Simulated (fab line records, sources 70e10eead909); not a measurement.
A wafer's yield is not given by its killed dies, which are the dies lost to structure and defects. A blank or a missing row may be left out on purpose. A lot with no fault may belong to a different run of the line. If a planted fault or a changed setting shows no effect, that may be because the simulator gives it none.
Matching of chambers / flow nand-harc / 4 sister chambers for NHARC_P_BONDPAD_DESCUM_11 on rie-diel-07
The step chemistry O2, time 3 s. 4 wafers are shown with their chamber, then 7 later ones without.

== EACH WAFER AND ITS CHAMBER ==
wafer=L084.6; chamber=3; oes-product-au (a.u.)=1.016
wafer=L085.2; chamber=1; oes-product-au (a.u.)=0.997
wafer=L086.4; chamber=0; oes-product-au (a.u.)=0.991
wafer=L086.5; chamber=2; oes-product-au (a.u.)=1.003

== WAFERS WHOSE CHAMBER IS MISSING ==
wafer=L086.6; oes-product-au (a.u.)=0.997
wafer=L088.1; oes-product-au (a.u.)=0.993
wafer=L088.2; oes-product-au (a.u.)=0.978
wafer=L088.3; oes-product-au (a.u.)=1.012
wafer=L089.3; oes-product-au (a.u.)=1.008
wafer=L089.5; oes-product-au (a.u.)=1.006
wafer=L089.6; oes-product-au (a.u.)=1.011

== WHICH CHAMBER EACH ONE RAN IN ==
wafer=L086.6; from the rows above=can't be placed: 1 or 2 or 0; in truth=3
wafer=L088.1; from the rows above=can't be placed: 0 or 1 or 2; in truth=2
wafer=L088.2; from the rows above=can't be placed: 0 or 1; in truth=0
wafer=L088.3; from the rows above=can't be placed: 3 or 2 or 1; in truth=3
wafer=L089.3; from the rows above=can't be placed: 2 or 3 or 1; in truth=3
wafer=L089.5; from the rows above=can't be placed: 2 or 1 or 3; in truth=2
wafer=L089.6; from the rows above=can't be placed: 3 or 2 or 1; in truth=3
Placed correctly: 0 of 7. From these rows, 7 cannot be placed; in 6 the true chamber is one of the candidates. Wrongly placed: 0.
How it was worked out, from the rows above alone: a wafer's distance from a chamber is the root of the sum, over the readings, of the square of ((its reading less the chamber's mean) divided by the reading's scatter). The wafer belongs to the nearest chamber; if the next one is less than 2 further off, it can't be placed. A chamber's mean is the mean of its shown wafers. The scatter (one wafer shown for each chamber): square how far every hidden wafer sits from the nearest shown wafer, average those squares and take the square root.
